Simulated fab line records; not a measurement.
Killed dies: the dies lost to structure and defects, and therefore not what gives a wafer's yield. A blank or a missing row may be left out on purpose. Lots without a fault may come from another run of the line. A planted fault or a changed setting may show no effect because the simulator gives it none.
Matching of chambers ; flow nand harc ; 4 sister chambers for NHARC_P_ZERO_WELL_DESCUM_39 on rie diel-07
The step chemistry O2, time 3 s. 8 wafers are shown with their chamber, then 7 later ones without.

## EACH WAFER AND ITS CHAMBER
wafer;chamber;drypump motor current A (A);showerhead plenum p Torr (Torr)
L075.5;0;5.5;2.03
L080.2;3;4.9;1.93
L080.4;1;6.2;2.00
L083.2;2;6.2;1.90
L083.3;1;6.3;1.99
L083.5;0;5.5;2.02
L092.1;2;6.2;1.89
L092.3;3;4.9;1.92

## WAFERS MISSING THEIR CHAMBER
wafer;drypump motor current A (A);showerhead plenum p Torr (Torr)
L092.5;6.2;1.98
L093.3;6.2;1.98
L093.5;6.2;1.89
L093.6;5.0;1.92
L096.4;5.0;1.91
L096.5;5.5;2.01
L096.6;6.3;1.98

## CHAMBER TAKEN BY EACH
wafer;from the rows above;in truth
L092.5;1;1
L093.3;1;1
L093.5;2;2
L093.6;3;3
L096.4;3;3
L096.5;0;0
L096.6;1;1
Correctly placed: 7 of 7. From these rows, 0 cannot be placed. Wrongly placed: 0.
How it was worked out, from the rows above alone: a wafer's distance from a chamber is the root of the sum, over the readings, of the square of ((its reading less the chamber's mean) divided by the reading's scatter). The wafer belongs to the nearest chamber; if the next one is less than 2 further off, it can't be placed. The mean given for a chamber averages the wafers shown for that chamber. The scatter is the square root of a quotient: the sum, over the shown wafers, of each reading's squared deviation from its chamber's mean, divided by wafers minus chambers.
